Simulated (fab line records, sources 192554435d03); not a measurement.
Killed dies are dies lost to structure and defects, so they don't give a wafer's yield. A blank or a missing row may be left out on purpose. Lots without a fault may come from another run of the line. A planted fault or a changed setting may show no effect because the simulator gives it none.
A struck lot beside a sound one | flow n5_finfet | 37 steps out of a route of 1938
Sound: wafers L456.3, L456.4, L456.5. Struck: wafers L465.2, L465.3, L465.5. The cause comes at the end.
At each step with rows: each side's tool, then ch and its chambers, then its first start. Under that, the readings that differ: sound wafers | struck wafers | difference of the means | sigmas: that difference in standard deviations of wafers without a fault.
alike: readings whose means differ by less than 2 such deviations, and words and numbers that are the same on both sides. not compared: withheld readings, readings that some wafer has no value for, bounds like >300 that may hide the same value, and numbers for which the record gives no deviation and whose values overlap.
The two part at a step that has a row with sigmas, a row that says differs or no value, or rows on one side only. Numbers that don't overlap but have no deviation are shown without sigmas and don't part them. A reading that every wafer of one side lacks parts them only if that side has two wafers or more.

first, 12 steps without rows for these wafers: N5_GATE_CUT_DESCUM_18 (chemistry O2, time 7 s); N5_GATE_CUT_ETCH_28 (etches underlayer in N2/H2, target depth 13 nm, time 10.4 s); N5_GATE_CUT_ETCH_36 (etches SiARC in CF4, target depth 13 nm, time 21.7 s); N5_GATE_CUT_ETCH_37 (etches SOC in N2/H2, target depth 60 nm, overetch 12 nm, time 90 s); N5_GATE_CUT_STRIP_38 (strips in N2/H2); N5_GATE_CUT_STRIP_39 (strips in N2/H2); N5_GATE_CUT_HM_OPEN_40 (chemistry C4F6/O2, target SiO2, target depth 139 nm, time 85.1 s); N5_GATE_CUT_STRIP_41 (strips in CF4); N5_GATE_CUT_STRIP_42 (strips in O2); N5_GATE_CUT_ETCH_19 (etches SiNx in CH3F/O2, target depth 53.7 nm, time 76.7 s); N5_GATE_CUT_CUT_ETCH_53 (etches W in SF6/Cl2, target depth 79.2 nm); N5_GATE_CUT_CUT_ETCH_54 (etches TiN in Cl2/BCl3, target depth 96.7 nm).
N5_GATE_CUT_CUT_ETCH_55: etches HfO2 in BCl3, target depth 3.2 nm.
  sound on rie_metal-01 ch 0,1, day 5 22:13; struck on rie_metal-01 ch 0, day 8 02:50
  alike: drypump_motor_current_A, oes_product_au, throttle_valve_pct
  not compared: rf_hours_counter_h
then, 23 steps without rows for these wafers: N5_GATE_CUT_ETCH_47 (etches SiO2 in Cl2/BCl3, target depth 10 nm); N5_GATE_CUT_VAPOR_ETCH_48 (etches TiN in BCl3/Cl2); N5_GATE_CUT_VAPOR_ETCH_49 (etches TiAlC in BCl3/Cl2); N5_GATE_CUT_VAPOR_ETCH_51 (etches HfO2 in BCl3/Cl2); N5_GATE_CUT_STRIP_21 (strips in N2/H2, time 30 s); N5_GATE_CUT_STRIP_29 (strips in post etch residue remover, time 60 s); N5_GATE_CUT_SRD_52 (time 30 s); N5_GATE_CUT_ALD_22 (deposits SiNx, target thk 16 nm, pulse time 1 s, ald cycles 320); N5_GATE_CUT_CMP_23 (polishes, stops on SiO2, t overpolish 23.4 s, target thk 16 nm); N5_GATE_CUT_CMP_43 (polishes SiO2); N5_GATE_CUT_CMP_61 (polishes, stops on SiNx, t overpolish 3 s); N5_MOL_CONTACT_COAG_COAT_103 (time 60 s, resist thk 80 nm); N5_MOL_CONTACT_COAG_COAT_104 (time 60 s, resist thk 12 nm); N5_MOL_CONTACT_COAG_COAT_58 (time 60 s, resist thk 10 nm); N5_MOL_CONTACT_COAG_COAT_02 (resist thk 30 nm); N5_MOL_CONTACT_COAG_EBR_04; N5_MOL_CONTACT_COAG_SOFTBAKE_03 (time 60 s); N5_MOL_CONTACT_COAG_EXPOSE_05 (exposes mask CA, defocus 0 nm); N5_MOL_CONTACT_COAG_PEB_06 (peb time 60 s); N5_MOL_CONTACT_COAG_DEVELOP_07 (develop time 30 s); N5_MOL_CONTACT_COAG_DESCUM_13 (chemistry O2, time 7 s); N5_MOL_CONTACT_COAG_ETCH_59 (etches underlayer in N2/H2, target depth 13 nm, time 10.4 s); N5_MOL_CONTACT_COAG_ETCH_105 (etches SiARC in CF4, target depth 15.6 nm, time 26 s).
-- the record jumps here: 8 days lie between the struck wafers' starts before and after (it left off in module MOL_CONTACT_COAG and takes up again in module PASSIVATION, whose first step shown is number 1936 of the route) --
N5_PASSIVATION_PROBE_49:
  sound on prober-01, day 13 02:52; struck on prober-02, day 15 22:50
  reading                  | sound          | struck         | difference | sigmas
  defect_limited_yield (%) | 91.6 93.6 91.9 | 80.0 82.2 80.3 | -11.5      | -8
  killed_at_front_end      | 23 25 24       | 165 161 151    | +135       | +12
  killed_dies              | 99 76 96       | 236 210 233    | +136       | +8
  killed_on_rim            | 18 10 10       | 29 24 34       | +16        | +4
  sort_bin_5_function (%)  | 4.7 3.9 4.3    | 12.4 10.9 12.1 | +7.5       | +8
  sort_n_pass              | 1081 1104 1084 | 944 970 947    | -136       | -8
  sort_yield_pct (%)       | 91.6 93.6 91.9 | 80.0 82.2 80.3 | -11.5      | -8
  alike: killed_at_M0_to_M3, killed_at_M4_up, killed_at_contacts, killed_at_other, killed_open, killed_short, sort_bin_6_memory

WHERE THEY PART
Only at N5_PASSIVATION_PROBE_49, within this record.

WHY: what the simulator had put in
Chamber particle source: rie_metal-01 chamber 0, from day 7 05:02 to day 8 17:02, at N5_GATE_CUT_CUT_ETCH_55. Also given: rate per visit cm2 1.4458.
